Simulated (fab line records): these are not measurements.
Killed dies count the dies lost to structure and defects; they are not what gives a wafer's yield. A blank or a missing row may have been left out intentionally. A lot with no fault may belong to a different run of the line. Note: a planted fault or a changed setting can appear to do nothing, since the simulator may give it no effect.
fab line records -- flow n5Finfet
record: lots: 7, wafers: 21
route steps=1938 shown BEOL_M0_SAQP@693 BEOL_M1@753 BEOL_M3@963 BEOL_M5@1120 BEOL_M7@1270 BEOL_M8@1335
startH: the number of hours between the record's first day and the start of the first shown wafer of the lot -- waitH: hours from the lot's prior step to this one -- " identical to the entry in the row above -- L1.1+2: several wafers, shown together as one row -- - no value, or no start was given -- * or withheld: withheld -- < > ~ a bound
route shown NAME@n: NAME is a module with steps in the file, n the number in the route of the first one -- usual: the fault-free wafers' mean and standard deviation -- same: alike in all rows -- chamber/n: place in a boat -- sites: each site's reading -- _std_site: standard deviation of those values -- _edge_site: the outer-site mean with the inner-site mean subtracted -- radiusMm: how far each site lies from the wafer's centre -- mask NAME#n: copy n -- behind: the most recent tool/chamber to have shaped the wafer -- hold: cause of the lot's hold/its duration in hours/its outcome -- device: transistor that didn't switch, given as n, p or np -- end of line: tests of these same wafers at the route's end -- for a step that has no rows: nothing shown but its recipe -- killed: the dies lost at the first sort to structure and to defects; this is not the yield of the wafer -- map: a wafer's dies, marking killed ones x, the rest . and places with no die _
set.NAME: the run value of the setting; set.NAME@STEP: its run value at that earlier step -- model.NAME: the simulator's own value behind a step, which no gauge read
lots where settings were altered on purpose, with a table for each step and a row for each wafer
== steps ==
step: N5_BEOL_M0_SAQP_ETCH_88
recipe: chemistry: N2/H2, target: underlayer, targetDepthA: 65, timeS: 5.2, ionEnergyEv: 200, maskMaterial: CAR-EUV, pressureMtorr: 30, sourceW: 840, biasW: 150, n2FlowSccm: 200, h2FlowSccm: 200, ends: cleared
usual: rfVppV: 524.1/2.9
lot.wafer,tool,chamber,startH,waitH,set.sourceW,rfVppV
L078.3,rieDiel-06,2,150.89,0.0,840,523.9
L078.4,rieDiel-06,3,150.89,0.0,840,524.2
L078.6,rieDiel-06,2,150.89,0.0,840,524.8
L080.1,rieDiel-01,1,152.09,0.0,840,528.9
L080.5,rieDiel-01,2,152.09,0.0,840,523.9
L080.6,rieDiel-01,1,152.09,0.0,840,525.1
L085.1,rieDiel-01,1,178.85,0.0,840,527.0
L085.4,rieDiel-01,2,178.85,0.0,840,520.9
L085.5,rieDiel-01,0,178.85,0.0,840,528.7
L086.3,rieDiel-01,2,195.92,0.0,728.6,547.6
L086.5,rieDiel-01,1,195.92,0.0,840,527.6
L086.6,rieDiel-01,2,195.92,0.0,840,520.4
L091.2,rieDiel-05,2,219.96,0.0,840,525.7
L091.3,rieDiel-05,1,219.96,0.0,840,520.7
L091.5,rieDiel-05,3,219.96,0.0,840,526.5
L094.3,rieDiel-05,1,236.31,0.0,840,521.1
L094.5,rieDiel-05,1,236.31,0.0,879.9,512.7
L094.6,rieDiel-05,0,236.31,0.0,840,520.0
L095.3,rieDiel-06,2,242.45,0.0,840,524.1
L095.4,rieDiel-06,3,242.45,0.0,751.1,543.4
L095.6,rieDiel-06,2,242.45,0.0,840,522.2
step: N5_BEOL_M1_PECVD_72
recipe: material: SiO2, targetThkA: 160, tempC: 400, precursor: TEOS/O2, pressureTorr: 5.5, rfW: 450, teosFlowSccm: 53.8, gas: O2, flowSccm: 3000, timeS: 18
lot.wafer,tool,chamber,startH,waitH,set.timeS,model.SiO2_of_BEOL_M1_PECVD_72.thkNm
L080.1,pecvd-03,2,157.75,0.0,17,15
L080.5,pecvd-03,1,157.75,0.0,17,15.2
L080.6,pecvd-03,2,157.75,0.0,18,16.2
L078.3,pecvd-01,0,159.15,0.0,18,16
L078.4,pecvd-01,2,159.15,0.0,15.41,13.8
L078.6,pecvd-01,1,159.15,0.0,18,16.2
L085.1+4+5,pecvd-03,"2,1,1",187.31,0.0,18,16
L086.3,pecvd-03,2,201.89,0.0,15.3,13.4
L086.5,pecvd-03,2,201.89,0.0,18,16.4
L086.6,pecvd-03,1,201.89,0.0,15.3,14
L091.2,pecvd-01,2,230.91,0.0,18,15.6
L091.3,pecvd-01,1,230.91,0.0,18,15.8
L091.5,pecvd-01,1,230.91,0.0,16.57,14.6
L094.3+6,pecvd-03,"1,2",245.34,0.1,18,16
L094.5,pecvd-03,1,245.34,0.1,19.37,17.6
L095.3,pecvd-01,0,248.95,0.0,18,15.8
L095.4,pecvd-01,1,248.95,0.0,16.38,14.4
L095.6,pecvd-01,2,248.95,0.0,16.38,14.8
step: N5_BEOL_M3_EXPOSE_25
recipe: maskId: V2, na: 0.33, sourceShape: quasar, sigmaInner: 0.2, sigmaOuter: 0.8, polarization: unpolarized, defocusNm: 5, doseMj: 63
lot.wafer,tool,chamber,startH,waitH,mask,set.doseMj
L080.1+6,euvScanner-01,0,183.72,-,V2#0,63
L080.5,euvScanner-01,0,183.72,-,V2#0,59.35
L078.3+4+6,euvScanner-02,0,187.58,-,V2#0,63
L085.1+4+5,euvScanner-02,0,213.41,-,V2#0,63
L086.3,euvScanner-02,0,226.94,-,V2#0,59.94
L086.5+6,euvScanner-02,0,226.94,-,V2#0,63
L091.2,euvScanner-02,0,257.87,-,V2#0,63
L091.3+5,euvScanner-02,0,257.87,-,V2#0,58.94
L094.3+5,euvScanner-01,0,274.50,-,V2#0,63
L094.6,euvScanner-01,0,274.50,-,V2#0,58.3
L095.3,euvScanner-02,0,277.98,-,V2#0,63
L095.4+6,euvScanner-02,0,277.98,-,V2#0,67.14
step: N5_BEOL_M3_PEB_26
recipe: pebTempC: 100, pebTimeS: 60, resist: CAR-EUV
step: N5_BEOL_M3_DEVELOP_27
recipe: developTimeS: 30, developer: TMAH, resist: CAR-EUV, rinseLiquid: surfactantRinse, dry: airSpin, devTempC: 23
step: N5_BEOL_M3_CD_MEAS_28
recipe: targetCdNm: 25.7, landingEnergyEv: 500, detector: seInlens, targetCdYNm: 23.3, polarity: opening
usual: cdNm: 25.65/0.22
lot.wafer,tool,chamber,startH,waitH,set.doseMj@BEOL_M3_EXPOSE_25,cdNm
L080.1,cdSem-03,0,183.87,-,63,25.81
L080.5,cdSem-03,0,183.87,-,59.35,24.68
L080.6,cdSem-03,0,183.87,-,63,25.69
L078.3,cdSem-01,0,187.71,-,63,25.78
L078.4,cdSem-01,0,187.71,-,63,25.68
L078.6,cdSem-01,0,187.71,-,63,25.47
L085.1,cdSem-02,0,213.56,-,63,25.88
L085.4,cdSem-02,0,213.56,-,63,25.46
L085.5,cdSem-02,0,213.56,-,63,25.42
L086.3,cdSem-01,0,227.07,-,59.94,24.83
L086.5,cdSem-01,0,227.07,-,63,25.22
L086.6,cdSem-01,0,227.07,-,63,25.67
L091.2,cdSem-02,0,258.00,-,63,25.88
L091.3,cdSem-02,0,258.00,-,58.94,24.48
L091.5,cdSem-02,0,258.00,-,58.94,24.82
L094.3,cdSem-01,0,274.63,-,63,26.00
L094.5,cdSem-01,0,274.63,-,63,25.66
L094.6,cdSem-01,0,274.63,-,58.3,24.55
L095.3,cdSem-01,0,278.11,-,63,25.88
L095.4,cdSem-01,0,278.11,-,67.14,26.95
L095.6,cdSem-01,0,278.11,-,67.14,27.24
step: N5_BEOL_M3_ETCH_70
recipe: chemistry: N2/H2, target: SOC, targetDepthA: 800, overetchA: 160, maskMaterial: SiARC, tempC: 40, timeS: 120, ionEnergyEv: 200, pressureMtorr: 30, sourceW: 840, biasW: 150, n2FlowSccm: 200, h2FlowSccm: 200
lot.wafer,tool,chamber,startH,waitH,set.timeS,model.SiARC_of_BEOL_M3_COAT_68.thkNm
L080.1,rieDiel-01,1,185.54,0.0,120,6
L080.5,rieDiel-01,0,185.54,0.0,120,6.4
L080.6,rieDiel-01,3,185.54,0.0,101.8,7.4
L078.3+6,rieDiel-01,2,189.58,0.0,120,6.4
L078.4,rieDiel-01,1,189.58,0.0,120,6
L085.1+4+5,rieDiel-06,"2,2,3",226.24,0.0,120,6.6
L086.3+5,rieDiel-01,"2,3",229.22,0.0,120,6.6
L086.6,rieDiel-01,0,229.22,0.0,120,6.4
L091.2,rieDiel-01,0,260.30,0.0,142.4,5.4
L091.3,rieDiel-01,2,260.30,0.0,120,6.6
L091.5,rieDiel-01,1,260.30,0.0,142.4,4.8
L094.3,rieDiel-05,3,276.09,0.0,120,6.6
L094.5+6,rieDiel-05,"1,0",276.09,0.0,120,6.4
L095.3,rieDiel-01,3,279.39,0.0,140.3,5.6
L095.4,rieDiel-01,2,279.39,0.0,120,6.6
L095.6,rieDiel-01,0,279.39,0.0,120,6.4
step: N5_BEOL_M5_COAT_05
recipe: resist: CAR-EUV, spinRpm: 1500, resistThkNm: 30
lot.wafer,tool,chamber,startH,waitH,set.spinRpm,model.CAR-EUV_of_BEOL_M5_COAT_05.thkNm
L080.1+5,lithoTrack-05,0,-,-,1575,29.2
L080.6,lithoTrack-05,0,-,-,1500,29.8
L078.3+4,lithoTrack-01,0,-,-,1500,30
L078.6,lithoTrack-01,0,-,-,1596,29
L085.1+4+5,lithoTrack-05,0,-,-,1500,30
L086.3+5,lithoTrack-05,0,-,-,1370,31.2
L086.6,lithoTrack-05,0,-,-,1500,30
L091.2+3,lithoTrack-01,0,-,-,1500,30
L091.5,lithoTrack-01,0,-,-,1546,29.6
L094.3,lithoTrack-05,0,-,-,1406,30.8
L094.5,lithoTrack-05,0,-,-,1406,31
L094.6,lithoTrack-05,0,-,-,1500,30
L095.3,lithoTrack-04,0,-,-,1500,30
L095.4+6,lithoTrack-04,0,-,-,1500,30.2
step: N5_BEOL_M5_EBR_07
recipe: solvent: PGMEA, ebrWidthMm: 1.5
step: N5_BEOL_M5_SOFTBAKE_06
recipe: tempC: 110, timeS: 60, resist: CAR-EUV
step: N5_BEOL_M5_EXPOSE_08
recipe: maskId: M5, na: 0.33, sourceShape: annular, sigmaInner: 0.4, sigmaOuter: 0.8, polarization: unpolarized, targetCdNm: 28, doseMj: 35.75
step: N5_BEOL_M5_PEB_09
recipe: pebTempC: 100, pebTimeS: 60, resist: CAR-EUV
step: N5_BEOL_M5_DEVELOP_10
recipe: developTimeS: 30, developer: TMAH, resist: CAR-EUV, rinseLiquid: surfactantRinse, dry: airSpin, devTempC: 23
lot.wafer,tool,chamber,startH,waitH,set.spinRpm@BEOL_M5_COAT_05,model.CAR-EUV_of_BEOL_M5_COAT_05.thkNm
L080.1,lithoTrack-01,0,-,-,1575,28.8
L080.5,lithoTrack-01,0,-,-,1575,28.6
L080.6,lithoTrack-01,0,-,-,1500,29.4
L078.3+4,lithoTrack-01,0,-,-,1500,29.4
L078.6,lithoTrack-01,0,-,-,1596,28.4
L085.1,lithoTrack-04,0,-,-,1500,29.6
L085.4+5,lithoTrack-04,0,-,-,1500,29.4
L086.3+5,lithoTrack-01,0,-,-,1370,30.8
L086.6,lithoTrack-01,0,-,-,1500,29.4
L091.2+3,lithoTrack-01,0,-,-,1500,29.6
L091.5,lithoTrack-01,0,-,-,1546,29.2
L094.3+5,lithoTrack-04,0,-,-,1406,30.4
L094.6,lithoTrack-04,0,-,-,1500,29.6
L095.3+4+6,lithoTrack-04,0,-,-,1500,29.6
step: N5_BEOL_M7_COAT_05
recipe: resist: CAR-ArF, spinRpm: 1500, resistThkNm: 90
lot.wafer,tool,chamber,startH,waitH,set.spinRpm,model.CAR-ArF_of_BEOL_M7_COAT_05.thkNm
L080.1,lithoTrack-05,0,-,-,1500,90
L080.5+6,lithoTrack-05,0,-,-,1500,90.4
L078.3,lithoTrack-05,0,-,-,1500,90.2
L078.4,lithoTrack-05,0,-,-,1352,94.8
L078.6,lithoTrack-05,0,-,-,1500,90
L085.1+4,lithoTrack-05,0,-,-,1500,90.4
L085.5,lithoTrack-05,0,-,-,1500,90.8
L086.3,lithoTrack-02,0,-,-,1399,92.8
L086.5,lithoTrack-02,0,-,-,1500,89.6
L086.6,lithoTrack-02,0,-,-,1399,93.2
L091.2,lithoTrack-05,0,-,-,1413,92.8
L091.3,lithoTrack-05,0,-,-,1500,90
L091.5,lithoTrack-05,0,-,-,1413,92.6
L094.3,lithoTrack-05,0,-,-,1500,90.2
L094.5,lithoTrack-05,0,-,-,1500,89.8
L094.6,lithoTrack-05,0,-,-,1641,86.2
L095.3,lithoTrack-01,0,-,-,1613,86.8
L095.4,lithoTrack-01,0,-,-,1500,90
L095.6,lithoTrack-01,0,-,-,1613,86.6
step: N5_BEOL_M7_EXPOSE_08
recipe: maskId: M7, na: 1.35, sourceShape: dipole, sigmaInner: 0.817, sigmaOuter: 0.97, polarization: te, doseMj: 68.25
lot.wafer,tool,chamber,startH,waitH,mask,set.doseMj
L080.1+6,arfiScanner-01,0,230.62,-,M7#0,68.25
L080.5,arfiScanner-01,0,230.62,-,M7#0,65.68
L078.3+6,arfiScanner-01,0,235.02,-,M7#0,68.25
L078.4,arfiScanner-01,0,235.02,-,M7#0,63.64
L085.1+4+5,arfiScanner-02,0,266.15,-,M7#0,68.25
L086.3+5,arfiScanner-02,0,276.60,-,M7#0,63.24
L086.6,arfiScanner-02,0,276.60,-,M7#0,68.25
L091.2+3,arfiScanner-01,0,305.41,-,M7#0,68.25
L091.5,arfiScanner-01,0,305.41,-,M7#0,65.13
L094.3,arfiScanner-03,0,322.66,-,M7#0,66.78
L094.5+6,arfiScanner-03,0,322.66,-,M7#0,68.25
L095.3+4+6,arfiScanner-03,0,330.41,-,M7#0,68.25
step: N5_BEOL_M7_PEB_09
recipe: pebTempC: withheld, pebTimeS: 60, resist: CAR-ArF
step: N5_BEOL_M7_DEVELOP_10
recipe: developTimeS: 30, developer: TMAH, resist: CAR-ArF, rinseLiquid: diw, dry: airSpin, devTempC: 23
lot.wafer,tool,chamber,startH,waitH,set.spinRpm@BEOL_M7_COAT_05,model.CAR-ArF_of_BEOL_M7_COAT_05.thkNm
L080.1,lithoTrack-05,0,-,-,1500,88.2
L080.5+6,lithoTrack-05,0,-,-,1500,88.6
L078.3,lithoTrack-02,0,-,-,1500,88.6
L078.4,lithoTrack-02,0,-,-,1352,93.2
L078.6,lithoTrack-02,0,-,-,1500,88.4
L085.1,lithoTrack-01,0,-,-,1500,88.8
L085.4,lithoTrack-01,0,-,-,1500,88.6
L085.5,lithoTrack-01,0,-,-,1500,89
L086.3,lithoTrack-05,0,-,-,1399,91
L086.5,lithoTrack-05,0,-,-,1500,88
L086.6,lithoTrack-05,0,-,-,1399,91.4
L091.2,lithoTrack-01,0,-,-,1413,91
L091.3,lithoTrack-01,0,-,-,1500,88.2
L091.5,lithoTrack-01,0,-,-,1413,90.8
L094.3,lithoTrack-01,0,-,-,1500,88.6
L094.5,lithoTrack-01,0,-,-,1500,88.2
L094.6,lithoTrack-01,0,-,-,1641,84.4
L095.3+6,lithoTrack-01,0,-,-,1613,85
L095.4,lithoTrack-01,0,-,-,1500,88.4
step: N5_BEOL_M7_CD_MEAS_11
recipe: targetCdNm: 38.5, landingEnergyEv: 500, detector: seInlens, polarity: opening
usual: cdNm: 38.6/0.52
lot.wafer,tool,chamber,startH,waitH,set.doseMj@BEOL_M7_EXPOSE_08,cdNm
L080.1,cdSem-01,0,230.75,-,68.25,38.9
L080.5,cdSem-01,0,230.75,-,65.68,36.4
L080.6,cdSem-01,0,230.75,-,68.25,38.3
L078.3,cdSem-01,0,235.14,-,68.25,39.2
L078.4,cdSem-01,0,235.14,-,63.64,35.0
L078.6,cdSem-01,0,235.14,-,68.25,38.5
L085.1,cdSem-01,0,266.28,-,68.25,38.1
L085.4,cdSem-01,0,266.28,-,68.25,38.1
L085.5,cdSem-01,0,266.28,-,68.25,38.3
L086.3,cdSem-01,0,276.71,-,63.24,35.1
L086.5,cdSem-01,0,276.71,-,63.24,35.0
L086.6,cdSem-01,0,276.71,-,68.25,38.0
L091.2,cdSem-01,0,305.53,-,68.25,38.3
L091.3,cdSem-01,0,305.53,-,68.25,38.7
L091.5,cdSem-01,0,305.53,-,65.13,36.6
L094.3,cdSem-02,0,322.78,-,66.78,37.9
L094.5,cdSem-02,0,322.78,-,68.25,38.6
L094.6,cdSem-02,0,322.78,-,68.25,39.3
L095.3,cdSem-01,0,330.53,-,68.25,38.7
L095.4,cdSem-01,0,330.53,-,68.25,38.6
L095.6,cdSem-01,0,330.53,-,68.25,39.4
step: N5_BEOL_M7_DESCUM_16
recipe: chemistry: O2, timeS: 7.9, sourcePowerW: 50, biasPowerW: 20, pressureMtorr: 20, rfFrequencyHz: 2.712e+07, tempC: 40, resist: CAR-ArF, o2FlowSccm: 225
step: N5_BEOL_M7_ETCH_61
recipe: chemistry: CF4, target: SiARC, targetDepthA: 455, maskMaterial: CAR-ArF, timeS: 75.8, ionEnergyEv: 80, pressureMtorr: 40, sourceW: 545, biasW: 36, Ar_flow_sccm: 100, cf4FlowSccm: 100, ends: cleared
lot.wafer,tool,chamber,startH,waitH,set.doseMj@BEOL_M7_EXPOSE_08,model.BEOL_M7.cdOffsetNm
L080.1,rieDiel-05,0,230.87,0.0,68.25,0.4
L080.5,rieDiel-05,3,230.87,0.0,65.68,-2
L080.6,rieDiel-05,0,230.87,0.0,68.25,-0.4
L078.3,rieDiel-06,1,235.27,0.0,68.25,0.6
L078.4,rieDiel-06,1,235.27,0.0,63.64,-3.2
L078.6,rieDiel-06,3,235.27,0.0,68.25,-0.2
L085.1+4+5,rieDiel-05,"2,1,1",266.56,0.0,68.25,-0.4
L086.3,rieDiel-05,1,276.84,0.0,63.24,-4
L086.5,rieDiel-05,3,276.84,0.0,63.24,-3
L086.6,rieDiel-05,2,276.84,0.0,68.25,-0.8
L091.2,rieDiel-05,3,305.99,0.0,68.25,-0.2
L091.3,rieDiel-05,0,305.99,0.0,68.25,0
L091.5,rieDiel-05,0,305.99,0.0,65.13,-2.2
L094.3,rieDiel-06,3,323.19,0.0,66.78,-0.4
L094.5,rieDiel-06,1,323.19,0.0,68.25,0.2
L094.6,rieDiel-06,2,323.19,0.0,68.25,0.4
L095.3,rieDiel-05,0,330.73,0.0,68.25,0.2
L095.4,rieDiel-05,1,330.73,0.0,68.25,0.4
L095.6,rieDiel-05,0,330.73,0.0,68.25,0.8
step: N5_BEOL_M7_ETCH_62
recipe: chemistry: N2/H2, target: SOC, targetDepthA: 1100, overetchA: 220, maskMaterial: SiARC, tempC: 40, timeS: 165, ionEnergyEv: 200, pressureMtorr: 30, sourceW: 840, biasW: 150, n2FlowSccm: 200, h2FlowSccm: 200
lot.wafer,tool,chamber,startH,waitH,set.doseMj@BEOL_M7_EXPOSE_08,model.BEOL_M7.cdOffsetNm
L080.1,rieDiel-05,0,230.93,0.0,68.25,0.4
L080.5,rieDiel-05,3,230.93,0.0,65.68,-2.2
L080.6,rieDiel-05,0,230.93,0.0,68.25,-0.4
L078.3,rieDiel-06,1,235.33,0.0,68.25,0.8
L078.4,rieDiel-06,1,235.33,0.0,63.64,-3
L078.6,rieDiel-06,3,235.33,0.0,68.25,0.2
L085.1,rieDiel-05,2,266.62,0.0,68.25,0
L085.4+5,rieDiel-05,1,266.62,0.0,68.25,-0.6
L086.3,rieDiel-05,1,276.90,0.0,63.24,-4.2
L086.5,rieDiel-05,3,276.90,0.0,63.24,-3.2
L086.6,rieDiel-05,2,276.90,0.0,68.25,-0.8
L091.2,rieDiel-05,3,306.05,0.0,68.25,-0.2
L091.3,rieDiel-05,0,306.05,0.0,68.25,0
L091.5,rieDiel-05,0,306.05,0.0,65.13,-2.2
L094.3,rieDiel-06,3,323.25,0.0,66.78,0
L094.5,rieDiel-06,1,323.25,0.0,68.25,0.2
L094.6,rieDiel-06,2,323.25,0.0,68.25,0.6
L095.3,rieDiel-05,0,330.79,0.0,68.25,0.2
L095.4,rieDiel-05,1,330.79,0.0,68.25,0.4
L095.6,rieDiel-05,0,330.79,0.0,68.25,0.8
step: N5_BEOL_M7_STRIP_68
recipe: chemistry: N2/H2, tempC: 40, n2FlowSccm: 200, h2FlowSccm: 200, rfFrequencyHz: 6e+07
step: N5_BEOL_M7_STRIP_67
recipe: chemistry: CF4, resist: SiARC, powerW: 300, biasPowerW: 75, pressureMtorr: 50, cf4FlowSccm: 150, rfFrequencyHz: 6e+07
step: N5_BEOL_M7_HM_OPEN_17
recipe: chemistry: Cl2/BCl3, targetDepthA: 200, overetchA: 60, target: TiN, maskMaterial: SOC, ionEnergyEv: 150, pressureMtorr: 10, icpW: 1000, biasW: 126, Cl2_flow_sccm: 53.25, bcl3FlowSccm: 21.75, Ar_flow_sccm: 25
lot.wafer,tool,chamber,startH,waitH,set.doseMj@BEOL_M7_EXPOSE_08,model.BEOL_M7.cdOffsetNm
L080.1,rieMetal-01,1,231.13,0.0,68.25,0.4
L080.5,rieMetal-01,1,231.13,0.0,65.68,-2.2
L080.6,rieMetal-01,1,231.13,0.0,68.25,-0.2
L078.3,rieMetal-03,1,235.55,0.1,68.25,0.8
L078.4,rieMetal-03,0,235.55,0.1,63.64,-3
L078.6,rieMetal-03,1,235.55,0.1,68.25,0.2
L085.1,rieMetal-01,1,266.80,0.0,68.25,0
L085.4+5,rieMetal-01,0,266.80,0.0,68.25,-0.6
L086.3,rieMetal-02,0,277.12,0.1,63.24,-4.2
L086.5,rieMetal-02,0,277.12,0.1,63.24,-3.2
L086.6,rieMetal-02,1,277.12,0.1,68.25,-0.6
L091.2,rieMetal-03,1,306.26,0.1,68.25,-0.2
L091.3,rieMetal-03,1,306.26,0.1,68.25,0
L091.5,rieMetal-03,1,306.26,0.1,65.13,-2.2
L094.3,rieMetal-01,0,323.46,0.1,66.78,0
L094.5,rieMetal-01,1,323.46,0.1,68.25,0.2
L094.6,rieMetal-01,0,323.46,0.1,68.25,0.4
L095.3+4,rieMetal-03,"0,1",331.02,0.1,68.25,0.2
L095.6,rieMetal-03,0,331.02,0.1,68.25,0.8
step: N5_BEOL_M7_STRIP_19
recipe: chemistry: O2, powerW: 400, tempC: 40, pressureMtorr: 30, rfFrequencyHz: 6e+07, biasPowerW: 0, overashFraction: 0.2, o2FlowSccm: 225
step: N5_BEOL_M7_CD_MEAS_18
recipe: pitchNm: 80, targetCdNm: 40
usual: cdNm: 40.1/0.63
lot.wafer,tool,chamber,startH,waitH,set.doseMj@BEOL_M7_EXPOSE_08,cdNm
L080.1,cdSem-02,-,231.40,0.0,68.25,40.7
L080.5,cdSem-02,-,231.40,0.0,65.68,38.1
L080.6,cdSem-02,-,231.40,0.0,68.25,39.9
L078.3,cdSem-03,-,235.71,0.1,68.25,40.9
L078.4,cdSem-03,-,235.71,0.1,63.64,37.0
L078.6,cdSem-03,-,235.71,0.1,68.25,40.2
L085.1,cdSem-03,-,266.98,0.0,68.25,39.9
L085.4,cdSem-03,-,266.98,0.0,68.25,39.6
L085.5,cdSem-03,-,266.98,0.0,68.25,39.4
L086.3,cdSem-02,-,277.27,0.1,63.24,35.6
L086.5,cdSem-02,-,277.27,0.1,63.24,36.8
L086.6,cdSem-02,-,277.27,0.1,68.25,39.4
L091.2,cdSem-02,-,306.67,0.1,68.25,39.6
L091.3,cdSem-02,-,306.67,0.1,68.25,39.9
L091.5,cdSem-02,-,306.67,0.1,65.13,37.7
L094.3,cdSem-01,-,323.62,0.1,66.78,39.6
L094.5,cdSem-01,-,323.62,0.1,68.25,40.0
L094.6,cdSem-01,-,323.62,0.1,68.25,40.5
L095.3,cdSem-01,-,331.19,0.1,68.25,40.5
L095.4,cdSem-01,-,331.19,0.1,68.25,40.4
L095.6,cdSem-01,-,331.19,0.1,68.25,40.5
step: N5_BEOL_M7_COAT_63
recipe: resist: SOC, tempC: 250, timeS: 60, spinRpm: 1500, resistThkNm: 60
step: N5_BEOL_M7_COAT_64
recipe: resist: SiARC, tempC: 220, timeS: 60, spinRpm: 1500, resistThkNm: 12
step: N5_BEOL_M7_PRECLEAN_42
recipe: chemistry: residueRemover, timeS: 60, tempC: 40
step: N5_BEOL_M7_SRD_43
recipe: timeS: 30, tempC: 23, rinseLiquid: diw, dry: ipaMarangoni
step: N5_BEOL_M7_CD_MEAS_35
recipe: targetCdNm: 40, polarity: opening
usual: cdNm: 40.1/0.63
lot.wafer,tool,chamber,startH,waitH,set.doseMj@BEOL_M7_EXPOSE_08,cdNm
L080.1,cdSem-03,-,235.32,0.0,68.25,40.6
L080.5,cdSem-03,-,235.32,0.0,65.68,38.2
L080.6,cdSem-03,-,235.32,0.0,68.25,39.5
L078.3,cdSem-02,-,237.12,0.0,68.25,41.1
L078.4,cdSem-02,-,237.12,0.0,63.64,36.8
L078.6,cdSem-02,-,237.12,0.0,68.25,39.9
L085.1,cdSem-02,-,270.97,0.0,68.25,39.9
L085.4,cdSem-02,-,270.97,0.0,68.25,39.8
L085.5,cdSem-02,-,270.97,0.0,68.25,39.5
L086.3,cdSem-01,-,279.85,0.0,63.24,35.5
L086.5,cdSem-01,-,279.85,0.0,63.24,37.0
L086.6,cdSem-01,-,279.85,0.0,68.25,39.1
L091.2,cdSem-01,-,309.76,0.0,68.25,39.7
L091.3,cdSem-01,-,309.76,0.0,68.25,40.1
L091.5,cdSem-01,-,309.76,0.0,65.13,38.0
L094.3,cdSem-03,-,327.36,0.0,66.78,39.7
L094.5,cdSem-03,-,327.36,0.0,68.25,40.3
L094.6,cdSem-03,-,327.36,0.0,68.25,40.8
L095.3,cdSem-01,-,332.91,0.0,68.25,40.6
L095.4,cdSem-01,-,332.91,0.0,68.25,40.5
L095.6,cdSem-01,-,332.91,0.0,68.25,40.6
step: N5_BEOL_M8_PECVD_70
recipe: material: SiO2, targetThkA: 200, tempC: 400, precursor: TEOS/O2, pressureTorr: 5.5, rfW: 450, teosFlowSccm: 53.8, gas: O2, flowSccm: 3000, timeS: 22.7
lot.wafer,tool,chamber,startH,waitH,set.tempC,model.SiO2_of_BEOL_M8_PECVD_70.thkNm
L080.1,pecvd-03,1,239.54,0.0,400,19.8
L080.5+6,pecvd-03,"1,2",239.54,0.0,405.8,19.2
L078.3,pecvd-04,1,240.40,0.0,400,20.4
L078.4+6,pecvd-04,"2,1",240.40,0.0,400,20.6
L085.1,pecvd-01,0,275.11,0.0,400,19.6
L085.4,pecvd-01,2,275.11,0.0,400,20.2
L085.5,pecvd-01,0,275.11,0.0,400,20
L086.3,pecvd-04,0,282.89,0.0,400,20
L086.5,pecvd-04,2,282.89,0.0,408.4,19
L086.6,pecvd-04,1,282.89,0.0,408.4,18.8
L091.2,pecvd-01,0,313.37,0.0,400,19.8
L091.3,pecvd-01,1,313.37,0.0,400,19.4
L091.5,pecvd-01,1,313.37,0.0,407,18.8
L094.3+6,pecvd-03,2,330.61,0.1,385.1,22.2
L094.5,pecvd-03,0,330.61,0.1,400,20.4
L095.3,pecvd-03,0,335.60,0.1,392.1,21
L095.4,pecvd-03,2,335.60,0.1,400,20.4
L095.6,pecvd-03,2,335.60,0.1,392.1,21.8
== key ==
split: step: N5_BEOL_M0_SAQP_ETCH_88, setting: sourceW, stated: 840, by: wafer
response: step: N5_BEOL_M0_SAQP_ETCH_88, reading: rfVppV, change: -1.82, per: 1%, r: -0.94
split: step: N5_BEOL_M1_PECVD_72, setting: timeS, stated: 18, by: wafer
response: step: N5_BEOL_M1_PECVD_72, reading: model.SiO2_of_BEOL_M1_PECVD_72.thkNm, change: +0.168, per: 1%, r: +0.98
split: step: N5_BEOL_M3_EXPOSE_25, setting: doseMj, stated: 63, by: wafer
response: step: N5_BEOL_M3_CD_MEAS_28, reading: cdNm, change: +0.176, per: 1%, r: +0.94
split: step: N5_BEOL_M3_ETCH_70, setting: timeS, stated: 120, by: wafer
response: step: N5_BEOL_M3_ETCH_70, reading: model.SiARC_of_BEOL_M3_COAT_68.thkNm, change: -0.071, per: 1%, r: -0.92
split: step: N5_BEOL_M5_COAT_05, setting: spinRpm, stated: 1500, by: wafer
response: step: N5_BEOL_M5_COAT_05, reading: model.CAR-EUV_of_BEOL_M5_COAT_05.thkNm, change: -0.141, per: 1%, r: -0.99
response: step: N5_BEOL_M5_DEVELOP_10, reading: model.CAR-EUV_of_BEOL_M5_COAT_05.thkNm, change: -0.149, per: 1%, r: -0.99
split: step: N5_BEOL_M7_COAT_05, setting: spinRpm, stated: 1500, by: wafer
response: step: N5_BEOL_M7_COAT_05, reading: model.CAR-ArF_of_BEOL_M7_COAT_05.thkNm, change: -0.453, per: 1%, r: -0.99
response: step: N5_BEOL_M7_DEVELOP_10, reading: model.CAR-ArF_of_BEOL_M7_COAT_05.thkNm, change: -0.457, per: 1%, r: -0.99
split: step: N5_BEOL_M7_EXPOSE_08, setting: doseMj, stated: 68.25, by: wafer
response: step: N5_BEOL_M7_CD_MEAS_11, reading: cdNm, change: +0.482, per: 1%, r: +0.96
response: step: N5_BEOL_M7_ETCH_61, reading: model.BEOL_M7.cdOffsetNm, change: +0.441, per: 1%, r: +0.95
response: step: N5_BEOL_M7_ETCH_62, reading: model.BEOL_M7.cdOffsetNm, change: +0.457, per: 1%, r: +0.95
response: step: N5_BEOL_M7_HM_OPEN_17, reading: model.BEOL_M7.cdOffsetNm, change: +0.469, per: 1%, r: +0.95
response: step: N5_BEOL_M7_CD_MEAS_18, reading: cdNm, change: +0.481, per: 1%, r: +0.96
response: step: N5_BEOL_M7_CD_MEAS_35, reading: cdNm, change: +0.46, per: 1%, r: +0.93
split: step: N5_BEOL_M8_PECVD_70, setting: tempC, stated: 400, by: wafer
response: step: N5_BEOL_M8_PECVD_70, reading: model.SiO2_of_BEOL_M8_PECVD_70.thkNm, change: -0.485, per: 1%, r: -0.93
